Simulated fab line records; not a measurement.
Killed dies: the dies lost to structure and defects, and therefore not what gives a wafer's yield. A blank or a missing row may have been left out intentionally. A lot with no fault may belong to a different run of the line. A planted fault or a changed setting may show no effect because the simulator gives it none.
Matching of chambers | flow nand-harc | NHARC_A_BLC_STRIP_21 on rie-diel-09: 4 sister chambers
The step strips in O2. 4 wafers are shown with their chamber, then 11 later ones without.

WAFERS, EACH WITH ITS CHAMBER
wafer  | chamber | drypump-motor-current-A (A)
L083.4 | 0       | 5.8
L083.5 | 1       | 5.6
L083.6 | 2       | 6.1
L088.1 | 3       | 5.9

WAFERS MISSING THEIR CHAMBER
wafer  | drypump-motor-current-A (A)
L088.2 | 5.6
L088.4 | 5.8
L090.4 | 5.6
L090.5 | 6.1
L090.6 | 5.9
L093.1 | 5.5
L093.2 | 5.8
L093.3 | 6.2
L091.2 | 5.8
L091.4 | 5.9
L091.5 | 5.9

EACH ONE'S CHAMBER
wafer  | from the rows above | in truth
L088.2 | 1                   | 1
L088.4 | 0                   | 0
L090.4 | 1                   | 1
L090.5 | 2                   | 2
L090.6 | 3                   | 3
L093.1 | 1                   | 1
L093.2 | 0                   | 0
L093.3 | 2                   | 2
L091.2 | 0                   | 0
L091.4 | 3                   | 3
L091.5 | 3                   | 3
Correctly placed: 11 of 11. From these rows, 0 cannot be placed. Wrongly placed: 0.
How it was worked out, from the rows above alone: a wafer's distance from a chamber is the root of the sum, over the readings, of the square of ((its reading less the chamber's mean) divided by the reading's scatter). If the next closest chamber is less than 2 further off than the closest, the wafer can't be placed; otherwise it belongs to the closest. Each chamber's mean is taken over the wafers shown for it. The scatter: with one shown wafer a chamber, the root of the mean of the squares of how far each hidden wafer lies from its nearest shown one.
